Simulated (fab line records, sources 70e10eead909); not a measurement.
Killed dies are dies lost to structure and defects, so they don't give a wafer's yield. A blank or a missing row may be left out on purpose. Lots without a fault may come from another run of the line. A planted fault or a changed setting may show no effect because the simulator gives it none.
Chamber matching | flow nand_harc | NHARC_P_BONDPAD_CMP_32 on cmp-04: 4 sister chambers
The step polishes SiCN, target thk 200 nm. 8 wafers are shown with their chamber, then 7 later ones without.

WAFERS WITH THEIR CHAMBER
wafer  | chamber | motor_current_A (A) | retaining_ring_pressure_frac
L078.2 | 0       | 10.9                | 1.002
L078.3 | 2       | 13.8                | 0.996
L078.4 | 1       | 11.1                | 1.001
L081.2 | 2       | 13.7                | 1.003
L081.3 | 3       | 9.8                 | 0.995
L081.6 | 0       | 11.3                | 0.996
L088.2 | 3       | 10.8                | 0.998
L088.3 | 1       | 11.6                | 1.002

WAFERS WITHOUT THEIR CHAMBER
wafer  | motor_current_A (A) | retaining_ring_pressure_frac
L088.5 | 14.6                | 0.998
L089.2 | 10.5                | 0.996
L089.3 | 11.5                | 0.989
L089.4 | 13.9                | 1.006
L091.2 | 10.3                | 0.997
L091.3 | 11.7                | 1.005
L091.6 | 14.6                | 1.007

WHICH CHAMBER EACH WENT THROUGH
wafer  | from the rows above          | in truth
L088.5 | 2                            | 2
L089.2 | can't be placed: 3 or 0      | 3
L089.3 | can't be placed: 0 or 3 or 1 | 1
L089.4 | 2                            | 2
L091.2 | can't be placed: 3 or 0      | 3
L091.3 | can't be placed: 1 or 0      | 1
L091.6 | 2                            | 2
Placed correctly: 3 of 7. Can't be placed from these rows: 4 (the true chamber is among the candidates in 4). Placed wrongly: 0.
How it was worked out, from the rows above alone: a wafer's distance from a chamber is the root of the sum, over the readings, of the square of ((its reading less the chamber's mean) divided by the reading's scatter). The wafer belongs to the nearest chamber; if the next one is less than 2 further off, it can't be placed. A chamber's mean is the mean of its shown wafers. The scatter: the root of (the sum of the squares of (reading less its chamber's mean) over the shown wafers, divided by (wafers less chambers)).
